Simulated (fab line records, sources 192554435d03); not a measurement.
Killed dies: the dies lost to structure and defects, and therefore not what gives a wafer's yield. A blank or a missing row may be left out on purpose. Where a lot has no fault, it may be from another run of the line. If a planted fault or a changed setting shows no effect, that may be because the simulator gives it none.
Check of tool commonality | flow n5_finfet | Sampled: 9 lots, 27 wafers

## WHY IT WAS OPENED
At N5_BEOL_M4_RC_MEAS_101 the reading CJ_P is flagged on 3 of 9 lots. No-fault wafers: 5.79, standard deviation 0.15.
Rule: a lot gets a flag if all its wafers with a number sit over 4 standard deviations from that mean, or if no wafer of it has a number. As for the other lots, they are considered sound.

lot  | measured     | on        | CJ_P, wafer by wafer | flag
L188 | day 8 20:23  | prober-02 | 5.71 5.82 5.76       |
L191 | day 9 16:45  | prober-01 | 7.34 7.52 7.41       | FLAGGED
L189 | day 9 18:23  | prober-02 | 5.82 5.79 5.62       |
L190 | day 9 21:12  | prober-01 | 7.14 7.23 7.22       | FLAGGED
L193 | day 11 00:04 | prober-02 | 7.29 6.85 6.99       | FLAGGED
L201 | day 12 14:05 | prober-02 | 5.78 5.85 5.86       |
L204 | day 13 14:14 | prober-02 | 5.90 5.99 5.82       |
L203 | day 13 14:47 | prober-01 | 5.37 5.73 5.57       |
L209 | day 14 22:47 | prober-02 | 5.85 5.81 5.88       |
The mean of the flagged lots' numbers is 7.22, +1.43 from the usual (+10 standard deviations).

## TOOL THAT RAN EACH LOT
4 process steps preceding the reading are held in the record, out of 1938 steps in the route. In each cell: the tool, then ch and the chambers that the sampled wafers went through, then the start.
lot  | flag    | N5_WELL_APT_IMPLANT_15         | N5_WELL_APT_RTA_34              | N5_PMOS_HMC_CHANNEL_EPI_ETCH_38 | N5_PMOS_HMC_CHANNEL_EPI_FIN_RECESS_16
L188 |         | implanter-02 ch 0, day 2 02:51 | rtp_anneal-02 ch 0, day 2 04:56 | rie_si-01 ch 0,1,2, day 2 07:13 | rie_si-01 ch 0,1,2, day 2 07:14
L191 | FLAGGED | implanter-01 ch 0, day 2 20:16 | rtp_anneal-02 ch 0, day 2 22:00 | rie_si-01 ch 1,3, day 2 23:49   | rie_si-01 ch 1,3, day 2 23:50
L189 |         | implanter-01 ch 0, day 2 08:27 | rtp_anneal-02 ch 0, day 2 10:04 | rie_si-01 ch 0,1,2, day 2 11:54 | rie_si-01 ch 0,1,2, day 2 11:55
L190 | FLAGGED | implanter-01 ch 0, day 2 14:34 | rtp_anneal-01 ch 0, day 2 16:18 | rie_si-01 ch 0,3, day 2 18:22   | rie_si-01 ch 0,3, day 2 18:23
L193 | FLAGGED | implanter-01 ch 0, day 3 08:16 | rtp_anneal-02 ch 0, day 3 09:52 | rie_si-04 ch 1,2, day 3 11:42   | rie_si-04 ch 1,2, day 3 11:43
L201 |         | implanter-02 ch 0, day 5 09:10 | rtp_anneal-01 ch 0, day 5 10:54 | rie_si-04 ch 0,1,3, day 5 12:44 | rie_si-04 ch 0,1,3, day 5 12:46
L204 |         | implanter-02 ch 0, day 6 02:09 | rtp_anneal-01 ch 0, day 6 04:05 | rie_si-03 ch 0,1, day 6 05:47   | rie_si-03 ch 0,1, day 6 05:49
L203 |         | implanter-01 ch 0, day 5 20:22 | rtp_anneal-01 ch 0, day 5 22:11 | rie_si-01 ch 0,1,2, day 5 23:51 | rie_si-01 ch 0,1,2, day 5 23:52
L209 |         | implanter-02 ch 0, day 7 08:05 | rtp_anneal-01 ch 0, day 7 09:40 | rie_si-04 ch 0,1,3, day 7 11:31 | rie_si-04 ch 0,1,3, day 7 11:32
What is done by these steps:
- N5_WELL_APT_IMPLANT_15
- N5_WELL_APT_RTA_34: time 10 s.
- N5_PMOS_HMC_CHANNEL_EPI_ETCH_38: etches SiO2 in CF4, target depth 1.5 nm.
- N5_PMOS_HMC_CHANNEL_EPI_FIN_RECESS_16: chemistry HBr/Cl2, target Si, target depth 54 nm, time 18 s.
- N5_BEOL_M4_RC_MEAS_101

## FLAGGED AGAINST TOTAL, ONE TOOL AT A TIME (gauges that did the reading follow at the end)
step                                  | tool          | lots run | flagged | share of the flagged lots | sound lots run after its first flagged lot
N5_WELL_APT_IMPLANT_15                | implanter-01  | 5        | 3       | all                       | 1 (L203)
N5_WELL_APT_IMPLANT_15                | implanter-02  | 4        | 0       | none                      | -
N5_WELL_APT_RTA_34                    | rtp_anneal-01 | 5        | 1       | some                      | 4 (L201,L203,L204,L209)
N5_WELL_APT_RTA_34                    | rtp_anneal-02 | 4        | 2       | some                      | 0
N5_PMOS_HMC_CHANNEL_EPI_ETCH_38       | rie_si-01     | 5        | 2       | some                      | 1 (L203)
N5_PMOS_HMC_CHANNEL_EPI_ETCH_38       | rie_si-03     | 1        | 0       | none                      | -
N5_PMOS_HMC_CHANNEL_EPI_ETCH_38       | rie_si-04     | 3        | 1       | some                      | 2 (L201,L209)
N5_PMOS_HMC_CHANNEL_EPI_FIN_RECESS_16 | rie_si-01     | 5        | 2       | some                      | 1 (L203)
N5_PMOS_HMC_CHANNEL_EPI_FIN_RECESS_16 | rie_si-03     | 1        | 0       | none                      | -
N5_PMOS_HMC_CHANNEL_EPI_FIN_RECESS_16 | rie_si-04     | 3        | 1       | some                      | 2 (L201,L209)
N5_BEOL_M4_RC_MEAS_101                | prober-01     | 3        | 2       | some                      | 1 (L203)
N5_BEOL_M4_RC_MEAS_101                | prober-02     | 6        | 1       | some                      | 3 (L201,L204,L209)

## WHAT IS ALLOWED BY THE TABLE
In the table, 1 row covers all flagged lots: implanter-01 at N5_WELL_APT_IMPLANT_15.
- implanter-01 at N5_WELL_APT_IMPLANT_15: 3 of its 5 lots flagged. Lots that were sound ran on it after the first flagged one (L203); a persistent fault on the entire tool would not allow that. Its own readings (dose_ions_cm2, faraday_current_uA) fall more than 4 standard deviations out on all wafers of the flagged lots.
Every row of the table either missed a flagged lot or ran a sound lot after the first.

## WHAT WAS PUT IN BY THE SIMULATOR
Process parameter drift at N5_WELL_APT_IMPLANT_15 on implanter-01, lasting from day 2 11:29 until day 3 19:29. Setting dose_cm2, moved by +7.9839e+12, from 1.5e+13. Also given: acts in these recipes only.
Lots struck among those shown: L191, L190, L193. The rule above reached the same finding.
